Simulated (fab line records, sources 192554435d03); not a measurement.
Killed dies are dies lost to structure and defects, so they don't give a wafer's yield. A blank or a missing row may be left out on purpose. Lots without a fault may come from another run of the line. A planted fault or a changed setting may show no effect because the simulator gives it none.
Which tool did it? | flow n5_finfet | 11 lots, 33 wafers sampled, at 4 steps of a route of 1938

WHAT THE GAUGES READ, wafer by wafer
N5_MIM_TOP_LITHO_CD_MEAS_08: target cd 2000 nm. Usual: cd_nm 2000.3 nm, standard deviation 1.3.
lot  | measured     | on        | cd_nm (nm)           | flag
L755 | day 13 15:59 | cd_sem-01 | 2002.7 2003.8 2002.1 |
L758 | day 14 15:38 | cd_sem-01 | 2001.8 2000.8 1999.7 |
L759 | day 15 00:43 | cd_sem-03 | 2001.0 1999.9 1999.1 |
L757 | day 14 15:47 | cd_sem-01 | 1999.0 1998.5 2001.2 |
L760 | day 15 00:52 | cd_sem-03 | 2001.1 1999.6 1999.1 |
L763 | day 15 12:37 | cd_sem-03 | 1999.4 2000.4 1999.7 |
L765 | day 15 22:47 | cd_sem-02 | 2000.5 2000.9 1999.6 |
L766 | day 16 14:09 | cd_sem-01 | 1998.5 1999.8 1999.9 |
L767 | day 16 20:31 | cd_sem-01 | 1999.0 1998.4 1999.3 |
L769 | day 17 02:23 | cd_sem-01 | 1999.2 1998.7 1999.4 |
L775 | day 20 13:42 | cd_sem-01 | 2002.2 1999.8 2000.6 |

N5_PASSIVATION_CD_MEAS_44: target cd 40000 nm. Usual: cd_nm 39999 nm, standard deviation 3.1.
lot  | measured     | on        | cd_nm (nm)        | flag
L755 | day 14 00:20 | cd_sem-03 | 39996 39999 39996 |
L758 | day 15 02:09 | cd_sem-02 | 40004 40001 40000 |
L759 | day 15 09:38 | cd_sem-03 | 40000 40001 40001 |
L757 | day 15 02:11 | cd_sem-03 | 39998 40000 40000 |
L760 | day 15 09:53 | cd_sem-03 | 39996 39997 39999 |
L763 | day 15 21:42 | cd_sem-02 | 40002 39998 40000 |
L765 | day 16 06:19 | cd_sem-02 | 39998 40000 40003 |
L766 | day 16 22:00 | cd_sem-02 | 40001 39996 39998 |
L767 | day 17 05:11 | cd_sem-01 | 40003 40002 40006 |
L769 | day 17 08:31 | cd_sem-03 | 40000 39998 39997 |
L775 | day 20 19:30 | cd_sem-02 | 39998 40001 39997 |

WHICH TOOL RAN EACH LOT (tool, then ch and the chambers of the sampled wafers, then the start)
lot  | N5_BEOL_M3_SPUTTER_96        | N5_BEOL_M15_ETCH_61
L755 | pvd_sputter-01, day 7 10:59  | rie_diel-03 ch 0,3, day 13 06:33
L758 | pvd_sputter-03, day 10 08:35 | rie_diel-03 ch 2,3, day 14 08:39
L759 | pvd_sputter-02, day 10 11:45 | rie_diel-02 ch 1,3, day 14 15:37
L757 | pvd_sputter-01, day 10 11:49 | rie_diel-03 ch 0,3, day 14 10:23
L760 | pvd_sputter-03, day 10 16:12 | rie_diel-05 ch 1,2, day 14 15:55
L763 | pvd_sputter-02, day 10 21:53 | rie_diel-05 ch 1,2,3, day 15 05:22
L765 | pvd_sputter-02, day 11 15:23 | rie_diel-02 ch 1,2, day 15 15:01
L766 | pvd_sputter-03, day 12 12:40 | rie_diel-02 ch 0,2,3, day 16 07:49
L767 | pvd_sputter-02, day 12 14:56 | rie_diel-03 ch 0,1,3, day 16 12:49
L769 | pvd_sputter-02, day 12 16:53 | rie_diel-03 ch 0,1, day 16 17:02
L775 | pvd_sputter-02, day 15 14:23 | rie_diel-03 ch 0,1, day 20 06:34
- N5_BEOL_M3_SPUTTER_96: material Cu, target thk 4.5 nm, time 8.29 s.
- N5_BEOL_M15_ETCH_61: etches BARC in N2/H2, target depth 89 nm, overetch 26.7 nm, time 67.9 s.

WHAT THE TOOLS THEMSELVES READ (means of the sampled wafers that have a number; where no wafer has one, the mark that the record gives instead)
N5_BEOL_M3_SPUTTER_96. Usual: chamber_pressure_pa 0.07001 Pa, standard deviation 0.00014; chuck_gas_flow_sccm 1.26 sccm, standard deviation 0.053; throttle_valve_pct 29.7 %, standard deviation 1.1.
lot  | tool           | chamber_pressure_pa (Pa) | chuck_gas_flow_sccm (sccm) | throttle_valve_pct (%) | flag
L755 | pvd_sputter-01 | 0.07027                  | 1.26                       | 30.0                   |
L758 | pvd_sputter-03 | 0.06986                  | 1.24                       | 28.9                   |
L759 | pvd_sputter-02 | 0.07003                  | 1.26                       | 30.1                   |
L757 | pvd_sputter-01 | 0.06995                  | 1.29                       | 29.5                   |
L760 | pvd_sputter-03 | 0.06993                  | 1.29                       | 28.8                   |
L763 | pvd_sputter-02 | 0.06996                  | 1.24                       | 29.6                   |
L765 | pvd_sputter-02 | 0.06998                  | 1.30                       | 30.3                   |
L766 | pvd_sputter-03 | 0.06996                  | 1.30                       | 28.6                   |
L767 | pvd_sputter-02 | 0.06990                  | 1.20                       | 30.2                   |
L769 | pvd_sputter-02 | 0.07016                  | 1.25                       | 29.5                   |
L775 | pvd_sputter-02 | 0.07003                  | 1.28                       | 30.6                   |

N5_BEOL_M15_ETCH_61. Usual: drypump_motor_current_A 5.7 A, standard deviation 0.38; oes_product_au 0.65 a.u., standard deviation 0.064; rf_vpp_V 523.5 V, standard deviation 2.7; showerhead_plenum_p_Torr 2.54 Torr, standard deviation 0.095; throttle_valve_pct 18.04 %, standard deviation 0.21.
lot  | tool        | drypump_motor_current_A (A) | oes_product_au (a.u.) | rf_vpp_V (V) | showerhead_plenum_p_Torr (Torr) | throttle_valve_pct (%) | flag
L755 | rie_diel-03 | 5.6                         | 0.61                  | 526.1        | 2.64                            | 18.07                  |
L758 | rie_diel-03 | 5.6                         | 0.58                  | 522.1        | 2.48                            | 18.06                  |
L759 | rie_diel-02 | 5.8                         | 0.61                  | 520.6        | 2.42                            | 18.06                  |
L757 | rie_diel-03 | 5.6                         | 0.61                  | 526.0        | 2.63                            | 18.09                  |
L760 | rie_diel-05 | 5.7                         | 0.72                  | 523.7        | 2.55                            | 17.75                  |
L763 | rie_diel-05 | 6.0                         | 0.69                  | 523.0        | 2.52                            | 17.91                  |
L765 | rie_diel-02 | 5.7                         | 0.64                  | 520.2        | 2.43                            | 18.14                  |
L766 | rie_diel-02 | 5.6                         | 0.67                  | 522.3        | 2.48                            | 17.95                  |
L767 | rie_diel-03 | 5.7                         | 0.60                  | 525.1        | 2.59                            | 18.20                  |
L769 | rie_diel-03 | 5.9                         | 0.63                  | 526.3        | 2.60                            | 18.22                  |
L775 | rie_diel-03 | 5.8                         | 0.60                  | 523.3        | 2.55                            | 18.36                  |

THE ANSWER, worked out from the rows above alone
Rule: a lot is off if the mean of its wafers that have a number lies more than 3 standard deviations from the usual mean. A lot without any number at a reading at which 4 lots or more have one is off too. The other lots that the step has rows for count as sound. The gauges are gone through in route order, then the tools' own readings, and for those a lot's mean is taken as printed above. The first step at which some lot is off is used, and at that step the reading that is off furthest; a lot without a number counts as furthest.
No lot is off at any reading shown: from this, nothing can be told.

WHAT THE SIMULATOR HAD PUT IN
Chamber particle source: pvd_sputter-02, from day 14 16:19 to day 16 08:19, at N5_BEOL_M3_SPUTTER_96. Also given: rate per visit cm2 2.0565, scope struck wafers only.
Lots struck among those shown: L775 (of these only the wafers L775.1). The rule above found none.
